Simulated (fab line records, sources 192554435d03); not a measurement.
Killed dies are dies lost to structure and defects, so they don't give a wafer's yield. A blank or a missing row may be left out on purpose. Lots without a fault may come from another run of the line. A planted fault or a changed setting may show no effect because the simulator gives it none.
fab line records | flow n5_finfet
record lots=8 wafers=24 last_day=19
route steps=1938 shown BEOL_M3@949 BEOL_M4@1111 PASSIVATION@1936
lots that met no fault: from a run of the same line without faults
start_h: hours from the record's first day to the start of the lot's first wafer shown | wait_h: hours since the lot's step before | " the same as in the row above | L1.1+2: a row that stands for several wafers | - no value, or no start given | * or withheld: withheld | < > ~ a bound
route shown NAME@n: a module of which the file shows steps, and the number in the route of the first | usual: mean/standard deviation of fault-free wafers | same: alike in all rows | chamber/n: place in a boat | sites: the reading at each site | _std_site: their standard deviation | _edge_site: outer sites' mean less inner sites' | radius_mm: how far each site lies from the wafer's centre | mask NAME#n: copy n | behind: the tool/chamber that last shaped the wafer | hold: why the lot was held/for how many hours/how that ended | device: the transistor (n, p or np) that didn't switch | end of line: the same wafers' tests at the end of the route | a step without rows: its recipe alone | killed: dies lost to structure and defects at the first sort, not the wafer's yield | map: a wafer's dies, x killed, . not, _ none there
set.NAME: the setting as run; set.NAME@STEP: as run at that earlier step | model.NAME: the simulator's own value behind a step, which no gauge read
steps of the route over a sample of lots; a table a step, a row a wafer
services: from which hour (start_h, from the record's first day; less than 0 if before it) a tool's chamber was out of use, for how many hours, and why
## steps
# step N5_BEOL_M3_ETCH_63
# recipe chemistry=CF4 target=SiARC target_depth_a=156 mask_material=CAR-EUV time_s=26 ion_energy_ev=80 pressure_mtorr=40 source_w=545 bias_w=36 Ar_flow_sccm=100 cf4_flow_sccm=100 ends=cleared
# usual bias_w=36.00/0.11 drypump_motor_current_A=5.53/0.29 etch_rf_on_time_s=25.8/0.4 mfc_ar_sccm=100.0/0.3 oes_product_au=0.65/0.055 rf_vpp_V=183.9/1.3 showerhead_plenum_p_Torr=2.13/0.069 throttle_valve_pct=15.60/0.27
# columns lot.wafer tool chamber start_h wait_h bias_w drypump_motor_current_A etch_rf_on_time_s mfc_ar_sccm oes_product_au rf_hours_counter_h rf_vpp_V showerhead_plenum_p_Torr throttle_valve_pct
L652.2 rie_diel-03 0 174.43 0.0 35.95 5.59 25.9 100.5 0.63 196 182.4 2.13 15.52
L652.3 " 2 " " 36.05 5.29 26.1 100.1 0.64 164 184.8 2.14 16.06
L652.6 " 1 " " 35.86 5.20 25.8 99.9 0.67 - 184.0 1.99 15.39
L657.1 rie_diel-03 1 210.95 0.0 35.92 5.22 26.2 100.2 0.66 141 181.5 1.98 15.39
L657.2 " 3 " " 36.06 5.70 26.3 100.1 0.60 233 185.2 2.11 15.91
L657.6 " 2 " " 36.00 5.33 26.4 99.3 0.62 - 184.1 2.14 16.09
L658.1 rie_diel-01 2 216.28 0.0 36.07 5.69 26.0 100.0 0.60 222 185.8 2.12 15.82
L658.3 " 1 " " 36.03 5.57 25.3 100.2 0.61 222 184.9 2.20 15.72
L658.5 " 1 " " 35.97 5.59 25.5 99.7 0.61 - 184.3 2.20 15.73
L665.1 rie_diel-01 3 242.06 0.0 35.96 5.67 25.5 100.0 0.65 148 184.0 2.07 15.38
L665.4 " 1 " " 36.09 5.56 25.6 100.4 0.60 231 185.4 2.19 15.74
L665.5 " 0 " " 35.97 5.06 25.5 99.9 0.69 - 184.7 2.16 15.78
L664.1 rie_diel-06 3 243.58 0.0 35.91 5.09 26.3 100.4 0.59 232 183.0 2.03 15.69
L664.2 " 2 " " 36.25 5.94 25.7 100.3 0.67 122 184.0 2.23 15.36
L664.5 " 2 " " 36.11 5.97 26.0 100.0 0.66 - 185.8 2.23 15.34
L670.2 rie_diel-03 0 277.88 0.0 36.04 5.57 25.9 99.7 0.60 232 184.2 2.11 15.59
L670.5 " 1 " " 36.06 5.23 26.0 100.3 0.65 - 182.1 1.98 15.45
L670.6 " 0 " " 36.04 5.58 26.1 99.5 0.61 - 183.2 2.11 15.58
L671.1 rie_diel-06 2 286.73 0.0 36.17 5.95 26.0 100.2 0.65 131 185.5 2.23 15.37
L671.2 " 0 " " 35.98 5.48 25.7 99.7 0.72 84 185.1 2.16 15.33
L671.3 " 1 " " 35.84 5.94 25.6 99.9 0.73 60 185.3 2.17 15.35
L672.2 rie_diel-03 1 301.68 0.0 36.04 5.23 26.0 99.7 0.63 174 181.4 1.97 15.45
L672.4 " 3 " " 35.98 5.69 25.1 99.6 0.83 4 183.6 2.11 15.47
L672.6 " 1 " " 35.88 5.21 25.9 100.2 0.64 - 181.6 1.97 15.46
# step N5_BEOL_M3_STRIP_36
# recipe chemistry=N2/H2 power_w=450 temp_c=40 pressure_mtorr=20 rf_frequency_hz=6e+07 overash_fraction=0.3 bias_power_w=7 h2_frac=0.5 n2_flow_sccm=200 h2_flow_sccm=200
# usual drypump_motor_current_A=5.53/0.28 oes_product_au=0.76/0.067 rf_vpp_V=59.3/1.5 showerhead_plenum_p_Torr=2.53/0.083 throttle_valve_pct=23.67/0.25
# columns lot.wafer tool chamber start_h wait_h drypump_motor_current_A oes_product_au rf_hours_counter_h rf_vpp_V showerhead_plenum_p_Torr throttle_valve_pct
L652.2 rie_diel-06 3 177.01 0.0 5.06 0.72 213 57.6 2.41 23.80
L652.3 " 0 " " 5.48 0.88 52 56.7 2.58 23.22
L652.6 " 1 " " 5.99 0.91 - 60.1 2.59 23.56
L657.1 rie_diel-06 1 214.58 0.0 5.96 0.88 38 60.6 2.59 23.60
L657.2 " 2 " " 5.95 0.78 115 59.3 2.67 23.77
L657.6 " 3 " " 5.07 0.71 - 61.6 2.41 23.79
L658.1 rie_diel-06 3 229.08 0.0 5.06 0.71 227 60.3 2.40 23.83
L658.3 " 1 " " 5.97 0.88 43 61.4 2.58 23.60
L658.5 " 3 " " 5.07 0.70 - 60.1 2.40 23.81
L665.1 rie_diel-01 0 255.14 0.0 5.07 0.81 92 59.3 2.56 23.75
L665.4 " 1 " " 5.62 0.70 235 58.8 2.62 23.76
L665.5 " 1 " " 5.60 0.70 - 61.0 2.62 23.73
L664.1 rie_diel-01 2 258.51 0.0 5.68 0.72 237 58.7 2.51 23.87
L664.2 " 0 " " 5.08 0.81 93 58.5 2.56 23.77
L664.5 " 2 " " 5.70 0.70 - 57.3 2.51 23.89
L670.2 rie_diel-03 1 292.74 0.0 5.22 0.74 171 59.5 2.32 23.21
L670.5 " 2 " " 5.32 0.72 - 60.3 2.52 24.18
L670.6 " 3 " " 5.69 0.98 - 60.9 2.50 23.70
L671.1 rie_diel-06 2 293.17 0.0 5.94 0.76 132 59.2 2.66 23.80
L671.2 " 1 " " 6.00 0.86 61 59.5 2.57 23.59
L671.3 " 0 " " 5.45 0.83 85 61.0 2.57 23.29
L672.2 rie_diel-01 0 304.31 0.0 5.08 0.79 101 58.2 2.56 23.74
L672.4 " 3 " " 5.68 0.73 165 59.0 2.44 23.64
L672.6 " 2 " " 5.69 0.69 - 58.6 2.50 23.89
# step N5_BEOL_M3_TRENCH_ETCH_37
# recipe chemistry=C4F6/O2 target_depth_a=555.55 target=SiOC time_s=29.2 ion_energy_ev=250 pressure_mtorr=30 source_w=355 bias_w=185 Ar_flow_sccm=300 C4F6_flow_sccm=10 O2_flow_sccm=10
# usual O2_flow_sccm=9.997/0.026 bias_w=185.0/0.52 drypump_motor_current_A=5.53/0.28 mfc_ar_sccm=300.1/0.91 oes_product_au=0.76/0.067 rf_vpp_V=667/6.4 showerhead_plenum_p_Torr=2.83/0.083 throttle_valve_pct=20.84/0.23
# columns lot.wafer tool chamber start_h wait_h O2_flow_sccm bias_w drypump_motor_current_A mfc_ar_sccm oes_product_au rf_hours_counter_h rf_vpp_V showerhead_plenum_p_Torr throttle_valve_pct
L652.2 rie_diel-06 3 177.05 - 9.990 185.0 5.05 301.0 0.71 213 667 2.70 20.83
L652.3 " 0 " " 9.984 184.7 5.44 300.1 0.88 52 674 2.89 20.51
L652.6 " 1 " " 10.016 183.7 5.97 299.9 0.91 - 666 2.90 20.58
L657.1 rie_diel-06 1 214.62 - 10.013 169.8 5.98 299.2 0.87 38 623 2.90 20.57
L657.2 " 2 " " 9.981 185.6 5.94 298.9 0.79 115 674 2.97 20.53
L657.6 " 3 " " 9.993 185.0 5.08 301.0 0.72 - 667 2.70 20.84
L658.1 rie_diel-06 3 229.12 - 10.040 185.7 5.07 300.2 0.71 227 667 2.69 20.83
L658.3 " 1 " " 9.996 169.8 5.97 299.8 0.86 43 623 2.90 20.61
L658.5 " 3 " " 10.052 185.1 5.08 301.2 0.70 - 666 2.69 20.82
L665.1 rie_diel-01 0 255.18 - 9.949 185.5 5.09 298.1 0.80 92 672 2.87 21.07
L665.4 " 1 " " 9.984 183.7 5.60 300.3 0.69 235 667 2.91 20.89
L665.5 " 1 " " 9.977 184.6 5.60 301.0 0.69 - 667 2.91 20.89
L664.1 rie_diel-01 2 258.55 - 9.989 184.9 5.69 300.2 0.70 237 673 2.81 21.05
L664.2 " 0 " " 9.995 184.5 5.08 299.8 0.81 93 671 2.87 21.06
L664.5 " 2 " " 10.007 184.9 5.69 299.3 0.70 - 674 2.81 21.05
L670.2 rie_diel-03 1 292.78 - 10.012 185.6 5.23 299.8 0.75 171 660 2.63 20.69
L670.5 " 2 " " 10.030 184.5 5.32 299.8 0.72 - 672 2.84 21.45
L670.6 " 3 " " 10.044 184.6 5.69 298.9 0.97 - 668 2.80 20.76
L671.1 rie_diel-06 2 293.21 - 9.973 185.3 5.92 299.6 0.77 132 674 2.96 20.54
L671.2 " 1 " " 9.989 184.2 5.97 299.5 0.86 61 666 2.89 20.65
L671.3 " 0 " " 9.986 184.2 5.47 300.2 0.84 85 672 2.88 20.55
L672.2 rie_diel-01 0 304.35 - 9.975 184.8 5.07 299.5 0.79 101 673 2.87 21.08
L672.4 " 3 " " 9.987 184.6 5.67 299.7 0.74 165 661 2.75 20.66
L672.6 " 2 " " 9.983 185.4 5.67 299.3 0.69 - 674 2.81 21.07
# step N5_BEOL_M3_CD_MEAS_35
# recipe target_cd_nm=18 target_cd_y_nm=21 polarity=opening
# usual cd_nm=18.03/0.3
# columns lot.wafer tool chamber start_h wait_h cd_nm
L652.2 cd_sem-03 - 177.36 0.0 18.05
L652.3 " - " " 18.13
L652.6 " - " " 18.10
L657.1 cd_sem-01 - 214.92 0.0 17.94
L657.2 " - " " 18.09
L657.6 " - " " 18.12
L658.1 cd_sem-03 - 229.43 0.0 18.31
L658.3 " - " " 18.47
L658.5 " - " " 17.95
L665.1 cd_sem-02 - 255.48 0.0 17.85
L665.4 " - " " 17.60
L665.5 " - " " 17.99
L664.1 cd_sem-02 - 258.85 0.0 18.05
L664.2 " - " " 18.05
L664.5 " - " " 17.63
L670.2 cd_sem-02 - 293.09 0.0 18.26
L670.5 " - " " 18.14
L670.6 " - " " 18.16
L671.1 cd_sem-03 - 293.53 0.0 17.82
L671.2 " - " " 17.90
L671.3 " - " " 18.18
L672.2 cd_sem-01 - 304.65 0.0 18.17
L672.4 " - " " 18.53
L672.6 " - " " 17.90
# step N5_BEOL_M4_RC_MEAS_101
# usual DIBL_N=35.9/1.3 DIBL_P=35.9/1.5 IOFF_N=0.152/0.023 IOFF_P=0.204/0.027 ION_N=673/9.2 ION_P=462/6.7 SS_N=71.4/0.48 SS_P=73.2/0.55 VT_N=250.3/2.6 VT_P=-250.6/3
# columns lot.wafer tool chamber start_h wait_h DIBL_N[mV/V] DIBL_P[mV/V] IOFF_N[nA/um] IOFF_P[nA/um] ION_N[uA/um] ION_P[uA/um] SS_N[mV/dec] SS_P[mV/dec] VT_N[mV] VT_P[mV]
L652.2 prober-02 0 210.39 0.2 36.5 37.3 0.167 0.198 677 461 70.8 74.3 249.8 -253.7
L652.3 " 0 " " 35.0 36.3 0.150 0.182 679 452 71.0 73.0 252.0 -254.3
L652.6 " 0 " " 36.1 37.1 0.163 0.197 680 462 71.5 73.2 248.3 -251.2
L657.1 prober-01 0 238.39 0.0 36.2 35.5 0.162 0.209 687 467 71.6 73.1 246.1 -248.9
L657.2 " 0 " " 37.4 37.4 0.183 0.233 680 468 71.8 74.2 245.8 -249.6
L657.6 " 0 " " 36.8 36.7 0.175 0.224 690 469 70.5 73.0 247.4 -248.3
L658.1 prober-02 0 267.07 0.0 35.7 35.5 0.134 0.188 669 455 71.1 72.7 249.5 -249.6
L658.3 " 0 " " 35.0 35.2 0.127 0.198 665 460 70.7 72.8 251.2 -248.8
L658.5 " 0 " " 35.9 36.2 0.143 0.209 681 461 71.7 73.8 248.9 -248.1
L665.1 prober-02 0 276.64 0.0 33.7 32.6 0.112 0.168 658 463 71.3 72.2 254.1 -251.2
L665.4 " 0 " " 37.4 37.8 0.179 0.235 677 469 71.4 74.2 249.8 -248.6
L665.5 " 0 " " 35.2 34.0 0.140 0.181 664 458 71.7 72.9 250.1 -250.5
L664.1 prober-02 0 278.09 0.0 37.4 34.7 0.139 0.161 679 457 71.0 72.6 251.0 -255.2
L664.2 " 0 " " 39.0 36.7 0.163 0.193 689 463 71.4 73.7 248.7 -253.3
L664.5 " 0 " " 36.4 33.5 0.121 0.149 669 452 71.3 72.6 252.4 -252.7
L670.2 prober-02 0 313.59 0.2 35.1 35.8 0.128 0.167 669 455 71.1 73.3 255.3 -254.2
L670.5 " 0 " " 35.0 36.8 0.132 0.175 668 454 71.7 73.4 253.2 -253.3
L670.6 " 0 " " 35.1 36.6 0.138 0.171 672 456 71.8 73.2 252.9 -257.5
L671.1 prober-01 0 331.94 0.0 41.0 40.4 0.248 0.306 686 469 72.2 74.8 245.1 -245.4
L671.2 " 0 " " 37.6 35.8 0.157 0.216 667 459 72.2 73.7 251.9 -252.3
L671.3 " 0 " " 38.4 36.5 0.177 0.238 669 455 71.4 74.4 249.1 -249.1
L672.2 prober-02 0 334.79 0.2 35.3 34.3 0.134 0.219 657 466 71.6 73.2 252.8 -247.0
L672.4 " 0 " " 35.2 34.4 0.130 0.216 667 471 71.4 72.1 249.9 -247.9
L672.6 " 0 " " 35.9 35.3 0.146 0.240 678 477 71.1 73.7 251.0 -244.7
# step N5_PASSIVATION_PROBE_49
# usual defect_limited_yield=91.0/1.5 killed_at_M0_to_M3=37/12 killed_at_M4_up=13/5 killed_at_contacts=13/6.1 killed_at_front_end=39/11 killed_at_other=4/3.2 killed_dies=106/17 killed_open=69/12 killed_short=35/7.9 sort_bin_4_leakage=0.00/0.007 sort_bin_5_function=5.3/1 sort_bin_6_memory=3.3/0.68 sort_n_pass=1074/17 sort_yield_pct=91.0/1.5
# same gross_dies=1180 killed_at_back_side=0 sort_bin_8_speed[%]=0
# columns lot.wafer tool chamber start_h wait_h defect_limited_yield[%] killed_at_M0_to_M3 killed_at_M4_up killed_at_contacts killed_at_front_end killed_at_other killed_dies killed_open killed_short sort_bin_4_leakage[%] sort_bin_5_function[%] sort_bin_6_memory[%] sort_n_pass sort_yield_pct[%]
L664.5 prober-01 - 390.57 0.2 91.1 37 14 10 38 6 105 63 39 0 5.1 3.5 1075 91.1
# killed by level:class
L664.5 FIN_SAQP:geometric_particle:short=12 BEOL_M2:geometric_particle:open=11 MOL_CONTACT_COAG:geometric_particle:open=8 BEOL_M0_SAQP:geometric_particle:open=7 BEOL_M1:geometric_particle:open=7 FIN_SAQP:geometric_particle:open=5 GATE_CUT:geometric_particle:short=5 BEOL_M4:geometric_particle:short=4
## services
# columns tool chamber start_h hours kind
rie_diel-03 2 152.31 9.3 repair
rie_diel-03 1 174.66 6.3 repair
rie_diel-01 0 210.39 10.2 repair
rie_diel-03 2 241.27 5.7 repair
rie_diel-03 3 244.60 9.1 repair
rie_diel-06 2 269.26 3.9 repair
rie_diel-03 3 274.20 - clean
rie_diel-03 3 274.20 - consumable_replace:focus_ring
rie_diel-03 3 274.20 15.2 scheduled_down
rie_diel-03 3 274.20 15.2 vent_cycle
rie_diel-01 0 275.92 17.7 repair
## key
first_sign step=N5_BEOL_M3_TRENCH_ETCH_37 reading=bias_w direction=down sigmas=29 usual=* struck=*
effect step=N5_BEOL_M3_TRENCH_ETCH_37 reading=rf_vpp_V direction=down sigmas=7 usual=667 struck=623
met_at N5_BEOL_M3_TRENCH_ETCH_37
struck_lots L657,L658
struck_wafers L657.1,L658.3
not_acting_at N5_BEOL_M3_ETCH_63,N5_BEOL_M3_STRIP_36,N5_BEOL_M3_CD_MEAS_35
onset_between 177.05 214.62
fault kind=process_parameter_drift tool=rie_diel-06 chamber=1 onset_h=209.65 steps=N5_BEOL_M3_TRENCH_ETCH_37 channel=bias_w offset=* shape=step end_h=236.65 acts_in=* stated=*
